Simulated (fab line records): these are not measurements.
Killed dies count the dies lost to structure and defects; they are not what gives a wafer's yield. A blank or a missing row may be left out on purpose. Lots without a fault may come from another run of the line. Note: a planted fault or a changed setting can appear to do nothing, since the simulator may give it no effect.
fab line records -- flow nandHarc
record: lots: 13, wafers: 39, lastDay: 34
route steps=1302 shown P_GATE@142
lots with no fault: from the same line, run without faults
startH: hours from the record's opening day to when the first of the lot's shown wafers began -- waitH: how many hours have passed since the lot's step before this one -- " same as the row above -- L1.1+2: a single row standing in for several wafers -- - no value present, or no start provided -- * or withheld: withheld -- < > ~ a bound
route shown NAME@n: a module of which the file shows steps, and the number in the route of the first -- usual: average and standard deviation across the fault-free wafers -- same: alike in all rows -- chamber/n: place in a boat -- sites: readings site by site -- _std_site: how widely they spread, as a standard deviation -- _edge_site: inner sites' mean taken away from outer sites' mean -- radiusMm: for every site, how far away it sits from the centre of the wafer -- mask NAME#n: copy n -- behind: tool/chamber where the wafer was last shaped -- hold: what put the lot on hold/how long, in hours/how the hold closed -- device: which transistor (n, p or np) failed to switch -- end of line: tests run on the same wafers once the route is complete -- step lacking rows: just its recipe -- killed: count of dies lost to structure and defects at first sort (not the wafer's yield) -- map: per-die view of a wafer (x killed, . not killed, _ where there is no die)
set.NAME: the setting that was run; set.NAME@STEP: the one run at that earlier step -- model.NAME: the simulator's own value behind a step, which no gauge read
steps of the route over a sample of lots; a table a step, a row a wafer
services: the hour from which a tool's chamber was out of use, counted from the record's first day as startH (under 0 if before that day), plus the number of hours and why
== steps ==
step: NHARC_P_GATE_OVL_MEAS_27
usual: overlayXNm: 0.1/0.97, overlayYNm: -0.4/0.86
lot.wafer,tool,chamber,startH,waitH,overlayXNm,overlayYNm
L666.2,overlay-02,-,105.65,-,-1.1,0.4
L666.3,overlay-02,-,105.65,-,-0.8,0.5
L666.6,overlay-02,-,105.65,-,-1.0,0.4
L665.2,overlay-01,-,106.29,-,0.4,0.7
L665.4,overlay-01,-,106.29,-,0.1,1.0
L665.5,overlay-01,-,106.29,-,0.3,0.8
L667.1,overlay-02,-,119.05,-,0.1,-0.6
L667.2,overlay-02,-,119.05,-,0.3,-0.8
L667.3,overlay-02,-,119.05,-,-0.2,-1.1
L668.1,overlay-01,-,137.46,-,1.2,0.1
L668.4,overlay-01,-,137.46,-,0.7,-0.7
L668.5,overlay-01,-,137.46,-,0.9,0.0
L669.2,overlay-02,-,139.83,-,-0.8,-0.1
L669.4,overlay-02,-,139.83,-,-0.2,0.3
L669.6,overlay-02,-,139.83,-,-0.1,0.8
L670.1,overlay-01,-,146.99,-,-0.8,-2.1
L670.2,overlay-01,-,146.99,-,-0.7,-1.4
L670.4,overlay-01,-,146.99,-,-1.0,-1.6
L680.2,overlay-02,-,250.62,-,1.3,-1.0
L680.3,overlay-02,-,250.62,-,0.7,-1.4
L680.4,overlay-02,-,250.62,-,0.5,-1.7
L681.1,overlay-01,-,264.23,-,1.0,-1.9
L681.2,overlay-01,-,264.23,-,0.5,-1.6
L681.6,overlay-01,-,264.23,-,0.7,-1.3
L682.2,overlay-02,-,278.21,-,-0.8,-1.0
L682.4,overlay-02,-,278.21,-,-0.6,-0.4
L682.5,overlay-02,-,278.21,-,-0.2,-0.5
L685.1,overlay-02,-,296.86,-,-0.5,-0.7
L685.3,overlay-02,-,296.86,-,-0.7,-0.3
L685.4,overlay-02,-,296.86,-,-0.6,-1.3
L686.4,overlay-02,-,308.42,-,-0.5,0.1
L686.5,overlay-02,-,308.42,-,-0.4,0.1
L686.6,overlay-02,-,308.42,-,-1.2,0.3
L687.1,overlay-01,-,317.95,-,-1.6,0.5
L687.2,overlay-01,-,317.95,-,-1.2,0.6
L687.5,overlay-01,-,317.95,-,-1.0,0.3
L688.2,overlay-01,-,322.89,-,0.9,-1.7
L688.4,overlay-01,-,322.89,-,0.2,-1.3
L688.6,overlay-01,-,322.89,-,0.6,-1.5
step: NHARC_P_GATE_DESCUM_31
recipe: timeS: 3, o2FlowSccm: 200, arFlowSccm: 0, biasPowerW: 0, chemistry: O2
usual: chamberPressureMTorr: 60.00/0.056, drypumpMotorCurrentA: 5.9/0.46, oesProductAu: 1.001/0.013, rfVppV: 57.7/0.89, showerheadPlenumPTorr: 1.89/0.091, throttleValvePct: 11.313/0.0098
same: timeS: 3
lot.wafer,tool,chamber,startH,waitH,chamberPressureMTorr,drypumpMotorCurrentA,oesProductAu,rfHoursCounterH,rfVppV,showerheadPlenumPTorr,throttleValvePct
L666.2,rieDiel-01,3,105.76,0.1,60.04,5.3,1.022,2.1,58.5,2.01,11.326
L666.3,rieDiel-01,1,105.76,0.1,60.01,6.4,1.006,2.7,59.6,1.97,11.292
L666.6,rieDiel-01,3,105.76,0.1,60.05,5.3,1.004,-,59.1,2.01,11.315
L665.4,rieDiel-01,1,106.41,0.1,59.98,6.4,1.014,2.7,59.1,1.97,11.324
L665.2,rieDiel-01,2,106.41,0.1,60.02,6.6,0.985,2.3,57.6,1.90,11.310
L665.5,rieDiel-01,0,106.41,0.1,60.04,5.7,1.016,-,57.3,2.01,11.312
L667.2,rieDiel-10,0,119.15,0.1,60.00,5.8,1.022,1.8,57.6,1.78,11.317
L667.3,rieDiel-10,1,119.15,0.1,60.10,6.2,0.995,2.9,58.2,1.96,11.310
L667.1,rieDiel-10,2,119.15,0.1,59.91,5.9,1.001,1.7,57.3,1.85,11.303
L668.1,rieDiel-10,0,137.55,0.1,60.02,5.7,1.018,3.0,58.1,1.78,11.306
L668.4,rieDiel-10,2,137.55,0.1,59.98,5.9,1.000,2.4,58.3,1.85,11.323
L668.5,rieDiel-10,0,137.55,0.1,59.99,5.7,1.024,-,57.5,1.78,11.304
L669.2,rieDiel-10,1,139.94,0.1,59.96,6.2,0.972,4.6,57.8,1.96,11.315
L669.4,rieDiel-10,2,139.94,0.1,60.03,5.9,0.989,3.2,58.0,1.85,11.304
L669.6,rieDiel-10,0,139.94,0.1,59.97,5.8,1.015,-,57.7,1.78,11.316
L670.2,rieDiel-01,1,147.09,0.1,60.04,6.4,1.023,4.0,57.6,1.97,11.320
L670.1,rieDiel-01,0,147.09,0.1,60.11,5.7,1.021,4.8,58.5,2.01,11.307
L670.4,rieDiel-01,1,147.09,0.1,60.01,6.4,1.017,-,59.6,1.97,11.299
L680.4,rieDiel-01,0,250.73,0.1,59.94,5.7,1.007,3.3,56.8,2.01,11.316
L680.2,rieDiel-01,1,250.73,0.1,59.92,6.4,1.014,3.2,57.0,1.97,11.328
L680.3,rieDiel-01,2,250.73,0.1,60.11,6.6,1.012,2.9,58.1,1.90,11.312
L681.1,rieDiel-01,1,264.37,0.1,59.97,6.4,1.011,3.5,57.1,1.97,11.314
L681.2,rieDiel-01,2,264.37,0.1,59.97,6.5,1.024,3.1,57.7,1.90,11.322
L681.6,rieDiel-01,3,264.37,0.1,59.96,5.2,0.995,-,57.8,2.01,11.306
L682.4,rieDiel-01,2,278.31,0.1,59.97,6.6,1.013,4.2,57.3,1.90,11.298
L682.2,rieDiel-01,3,278.31,0.1,60.03,5.3,0.993,4.2,57.4,2.01,11.328
L682.5,rieDiel-01,3,278.31,0.1,60.01,5.3,0.989,-,60.1,2.01,11.317
L685.3,rieDiel-01,2,296.96,0.1,60.03,6.6,1.005,4.8,57.2,1.90,11.331
L685.1,rieDiel-01,0,296.96,0.1,60.00,5.7,1.013,4.8,57.8,2.01,11.329
L685.4,rieDiel-01,1,296.96,0.1,60.07,6.4,1.003,4.7,57.8,1.97,11.309
L686.4,rieDiel-13,0,308.53,0.1,60.00,5.0,0.999,9.8,57.3,1.81,11.314
L686.6,rieDiel-13,3,308.53,0.1,60.02,6.5,0.974,-,57.1,1.79,11.310
L686.5,rieDiel-13,0,308.53,0.1,59.94,5.0,0.998,-,60.4,1.81,11.307
L687.1,rieDiel-13,1,318.08,0.1,59.96,5.8,0.998,8.2,56.8,1.80,11.311
L687.2,rieDiel-13,2,318.08,0.1,60.09,6.2,0.993,8.8,57.3,1.79,11.305
L687.5,rieDiel-13,0,318.08,0.1,59.99,5.0,1.004,-,56.5,1.81,11.300
L688.2,rieDiel-01,1,323.00,0.1,60.02,6.4,1.000,6.2,58.6,1.97,11.302
L688.4,rieDiel-01,3,323.00,0.1,59.99,5.3,0.984,6.0,59.6,2.01,11.329
L688.6,rieDiel-01,1,323.00,0.1,59.94,6.4,1.003,-,58.3,1.97,11.309
step: NHARC_P_GATE_EXPOSE_56
recipe: na: 0.6, targetCdNm: 720, doseMj: 14.81, maskId: P_PSD
usual: stageVelMmS: 499.94/0.26
lot.wafer,tool,chamber,startH,waitH,mask,stageVelMmS
L666.2,krfScanner-01,0,119.10,-,P_PSD#0,500.21
L666.3,krfScanner-01,0,119.10,-,P_PSD#0,500.31
L666.6,krfScanner-01,0,119.10,-,P_PSD#0,500.44
L665.2,krfScanner-04,0,119.75,-,P_PSD#0,499.56
L665.4,krfScanner-04,0,119.75,-,P_PSD#0,499.67
L665.5,krfScanner-04,0,119.75,-,P_PSD#0,499.69
L667.1,krfScanner-02,0,132.50,-,P_PSD#0,500.42
L667.2,krfScanner-02,0,132.50,-,P_PSD#0,499.95
L667.3,krfScanner-02,0,132.50,-,P_PSD#0,500.61
L668.1,krfScanner-01,0,150.94,-,P_PSD#0,500.01
L668.4,krfScanner-01,0,150.94,-,P_PSD#0,500.22
L668.5,krfScanner-01,0,150.94,-,P_PSD#0,499.71
L669.2,krfScanner-01,0,153.22,-,P_PSD#0,499.71
L669.4,krfScanner-01,0,153.22,-,P_PSD#0,499.89
L669.6,krfScanner-01,0,153.22,-,P_PSD#0,499.79
L670.1,krfScanner-01,0,162.48,-,P_NSD#0,499.51
L670.2,krfScanner-01,0,162.48,-,P_NSD#0,499.60
L670.4,krfScanner-01,0,162.48,-,P_NSD#0,499.56
L680.2,krfScanner-01,0,264.34,-,P_PSD#0,499.96
L680.3,krfScanner-01,0,264.34,-,P_PSD#0,500.20
L680.4,krfScanner-01,0,264.34,-,P_PSD#0,500.20
L681.1,krfScanner-01,0,277.63,-,P_PSD#0,499.81
L681.2,krfScanner-01,0,277.63,-,P_PSD#0,499.99
L681.6,krfScanner-01,0,277.63,-,P_PSD#0,500.03
L682.2,krfScanner-01,0,291.40,-,P_PSD#0,500.27
L682.4,krfScanner-01,0,291.40,-,P_PSD#0,499.95
L682.5,krfScanner-01,0,291.40,-,P_PSD#0,499.77
L685.1,krfScanner-01,0,310.18,-,P_PSD#0,499.81
L685.3,krfScanner-01,0,310.18,-,P_PSD#0,500.09
L685.4,krfScanner-01,0,310.18,-,P_PSD#0,500.07
L686.4,krfScanner-02,0,321.87,-,P_PSD#0,500.14
L686.5,krfScanner-02,0,321.87,-,P_PSD#0,499.91
L686.6,krfScanner-02,0,321.87,-,P_PSD#0,500.27
L687.1,krfScanner-02,0,331.28,-,P_PSD#0,499.66
L687.2,krfScanner-02,0,331.28,-,P_PSD#0,500.37
L687.5,krfScanner-02,0,331.28,-,P_PSD#0,499.64
L688.2,krfScanner-04,0,336.42,-,P_PSD#0,499.89
L688.4,krfScanner-04,0,336.42,-,P_PSD#0,499.87
L688.6,krfScanner-04,0,336.42,-,P_PSD#0,500.00
step: NHARC_P_GATE_CD_MEAS_59
recipe: targetCdNm: 720, landingEnergyEv: 500
usual: cdNm: 719.3/2.9
lot.wafer,tool,chamber,startH,waitH,cdNm
L666.2,cdSem-02,0,119.26,-,716.8
L666.3,cdSem-02,0,119.26,-,718.4
L666.6,cdSem-02,0,119.26,-,719.4
L665.2,cdSem-03,0,119.90,-,722.5
L665.4,cdSem-03,0,119.90,-,726.7
L665.5,cdSem-03,0,119.90,-,725.7
L667.1,cdSem-02,0,132.66,-,721.6
L667.2,cdSem-02,0,132.66,-,722.6
L667.3,cdSem-02,0,132.66,-,724.3
L668.1,cdSem-01,0,151.10,-,715.5
L668.4,cdSem-01,0,151.10,-,718.2
L668.5,cdSem-01,0,151.10,-,717.8
L669.2,cdSem-03,0,153.38,-,716.4
L669.4,cdSem-03,0,153.38,-,715.9
L669.6,cdSem-03,0,153.38,-,719.3
L670.1,cdSem-02,0,162.64,-,-
L670.2,cdSem-02,0,162.64,-,-
L670.4,cdSem-02,0,162.64,-,-
L680.2,cdSem-02,0,264.49,-,713.8
L680.3,cdSem-02,0,264.49,-,716.8
L680.4,cdSem-02,0,264.49,-,713.6
L681.1,cdSem-02,0,277.79,-,718.5
L681.2,cdSem-02,0,277.79,-,717.3
L681.6,cdSem-02,0,277.79,-,718.2
L682.2,cdSem-01,0,291.55,-,720.4
L682.4,cdSem-01,0,291.55,-,722.4
L682.5,cdSem-01,0,291.55,-,721.5
L685.1,cdSem-01,0,310.34,-,724.7
L685.3,cdSem-01,0,310.34,-,723.1
L685.4,cdSem-01,0,310.34,-,721.8
L686.4,cdSem-01,0,322.02,-,720.7
L686.5,cdSem-01,0,322.02,-,719.7
L686.6,cdSem-01,0,322.02,-,720.3
L687.1,cdSem-02,0,331.43,-,722.1
L687.2,cdSem-02,0,331.43,-,725.8
L687.5,cdSem-02,0,331.43,-,721.8
L688.2,cdSem-02,0,336.57,-,718.9
L688.4,cdSem-02,0,336.57,-,719.6
L688.6,cdSem-02,0,336.57,-,717.4
step: NHARC_P_GATE_DESCUM_61
recipe: timeS: 3, o2FlowSccm: 200, arFlowSccm: 0, biasPowerW: 0, chemistry: O2
usual: chamberPressureMTorr: 60.00/0.054, drypumpMotorCurrentA: 5.9/0.46, oesProductAu: 1.000/0.012, rfVppV: 57.6/0.89, showerheadPlenumPTorr: 1.87/0.087, throttleValvePct: 11.311/0.0097
same: timeS: 3
lot.wafer,tool,chamber,startH,waitH,chamberPressureMTorr,drypumpMotorCurrentA,oesProductAu,rfHoursCounterH,rfVppV,showerheadPlenumPTorr,throttleValvePct
L666.3,rieDiel-01,2,119.44,-,59.99,6.5,0.986,3,57.3,1.90,11.300
L666.2,rieDiel-01,3,119.44,-,59.85,5.3,1.014,3,57.7,2.01,11.308
L666.6,rieDiel-01,1,119.44,-,59.94,6.4,1.023,-,56.8,1.97,11.317
L665.2,rieDiel-01,2,120.06,-,60.13,6.6,0.983,3,57.8,1.90,11.314
L665.4,rieDiel-01,0,120.06,-,60.06,5.7,1.005,4,58.5,2.01,11.314
L665.5,rieDiel-01,2,120.06,-,60.01,6.6,0.989,-,56.8,1.90,11.299
L667.2,rieDiel-13,1,132.83,-,59.99,5.8,0.999,7,56.6,1.80,11.311
L667.1,rieDiel-13,2,132.83,-,59.97,6.3,0.992,7,58.3,1.79,11.316
L667.3,rieDiel-13,3,132.83,-,59.98,6.5,0.997,8,57.7,1.79,11.327
L668.1,rieDiel-01,1,151.26,-,59.99,6.4,1.010,4,57.9,1.97,11.294
L668.5,rieDiel-01,1,151.26,-,59.95,6.4,1.015,-,58.0,1.97,11.311
L668.4,rieDiel-01,0,151.26,-,59.98,5.7,1.006,-,59.5,2.01,11.326
L669.2,rieDiel-13,3,153.53,-,59.91,6.5,1.009,9,55.8,1.79,11.301
L669.4,rieDiel-13,2,153.53,-,60.00,6.3,0.990,8,57.1,1.79,11.307
L669.6,rieDiel-13,3,153.53,-,59.91,6.5,1.005,-,57.7,1.79,11.297
L670.2,rieDiel-01,2,162.80,-,60.16,6.6,0.997,4,57.4,1.90,11.316
L670.4,rieDiel-01,3,162.80,-,59.97,5.2,1.010,4,58.3,2.01,11.320
L670.1,rieDiel-01,0,162.80,-,59.96,5.7,1.013,5,58.9,2.01,11.309
L680.4,rieDiel-10,0,264.65,-,59.98,5.8,1.006,0,58.1,1.78,11.313
L680.2,rieDiel-10,2,264.65,-,60.02,5.9,1.002,1,57.2,1.85,11.292
L680.3,rieDiel-10,3,264.65,-,60.02,5.7,1.007,0,57.3,1.98,11.315
L681.1,rieDiel-10,0,277.95,-,60.03,5.8,0.999,1,57.5,1.78,11.310
L681.2,rieDiel-10,1,277.95,-,60.01,6.1,0.983,1,56.4,1.95,11.316
L681.6,rieDiel-10,1,277.95,-,59.93,6.1,0.982,-,58.0,1.95,11.328
L682.2,rieDiel-10,1,291.71,-,60.03,6.2,0.994,1,59.2,1.95,11.323
L682.4,rieDiel-10,0,291.71,-,59.99,5.8,1.007,1,58.6,1.78,11.308
L682.5,rieDiel-10,2,291.71,-,59.96,5.9,0.992,-,56.6,1.85,11.296
L685.1,rieDiel-13,1,310.50,-,60.01,5.8,1.004,8,56.7,1.80,11.306
L685.4,rieDiel-13,3,310.50,-,60.05,6.5,0.984,10,56.1,1.79,11.295
L685.3,rieDiel-13,0,310.50,-,60.04,5.0,0.999,10,60.0,1.81,11.321
L686.4,rieDiel-13,2,322.18,-,60.04,6.3,1.013,9,58.3,1.79,11.301
L686.5,rieDiel-13,1,322.18,-,59.90,5.8,1.012,-,57.6,1.80,11.304
L686.6,rieDiel-13,2,322.18,-,59.98,6.3,1.007,-,57.4,1.79,11.314
L687.1,rieDiel-01,1,331.59,-,60.09,6.4,1.002,7,58.3,1.97,11.302
L687.2,rieDiel-01,2,331.59,-,60.02,6.6,1.015,7,57.8,1.90,11.296
L687.5,rieDiel-01,1,331.59,-,60.04,6.4,1.007,-,57.2,1.97,11.291
L688.4,rieDiel-10,3,336.73,-,59.99,5.7,1.003,4,57.2,1.98,11.312
L688.2,rieDiel-10,2,336.73,-,60.03,5.8,1.006,4,57.7,1.85,11.301
L688.6,rieDiel-10,3,336.73,-,60.04,5.7,1.011,-,57.1,1.98,11.320
== services ==
tool,chamber,startH,hours,kind
rieDiel-10,2,83.83,12.8,repair
rieDiel-01,1,88.60,1.2,repair
krfScanner-02,-,94.00,4.0,pm
krfScanner-02,-,100.23,4.8,repair
krfScanner-01,-,106.09,1.6,repair
krfScanner-02,-,137.14,2.4,repair
rieDiel-01,3,138.43,21.0,repair
krfScanner-01,-,140.00,4.0,pm
rieDiel-01,2,154.09,8.1,repair
rieDiel-01,2,164.48,16.5,repair
rieDiel-13,-,165.12,9.0,pm
rieDiel-01,-,203.80,9.0,pm
rieDiel-13,2,205.79,3.4,repair
rieDiel-10,3,208.14,1.5,repair
rieDiel-13,1,214.76,2.6,repair
krfScanner-01,-,218.06,0.2,repair
krfScanner-02,-,225.52,0.5,repair
rieDiel-10,2,235.82,3.1,repair
rieDiel-10,-,242.50,9.0,pm
rieDiel-13,-,266.92,0.3,repair
krfScanner-01,-,312.00,4.0,pm
rieDiel-13,3,314.48,2.5,repair
rieDiel-10,-,315.60,0.2,repair
rieDiel-01,-,316.09,0.9,repair
== key ==
firstSign: step: NHARC_P_GATE_EXPOSE_56, reading: mask, direction: changed
effect: step: NHARC_P_GATE_CD_MEAS_59, reading: cdNm, direction: missing
metAt NHARC_P_GATE_EXPOSE_56
struckLots L670
laterRowsLeftOut L670.1,L670.2,L670.4
sortLeftOut L670.1,L670.2,L670.4
testerLeftOut L670
notActingAt NHARC_P_GATE_OVL_MEAS_27,NHARC_P_GATE_DESCUM_31,NHARC_P_GATE_DESCUM_61
onsetBetween 153.22 162.48
fault: kind: wrongMask, tool: any, chamber: -, onsetH: 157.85, steps: NHARC_P_GATE_EXPOSE_56, auxCopy: P_NSD#0, scope: struckLotsOnly
testerLeftOut: of these lots the tester's yield and bins aren't shown, on N5 and GAA mostly nor the transistor test; their killed dies are dies lost to structure and defects alone, not to doping, threshold or leakage, so they don't give the yield
sortLeftOut: the simulated sort isn't trusted on such a fault, so these wafers' sort isn't shown, and their yield isn't known
laterRowsLeftOut: the simulator's readings of these wafers behind a module that went badly wrong aren't trusted and aren't shown, but for the sort
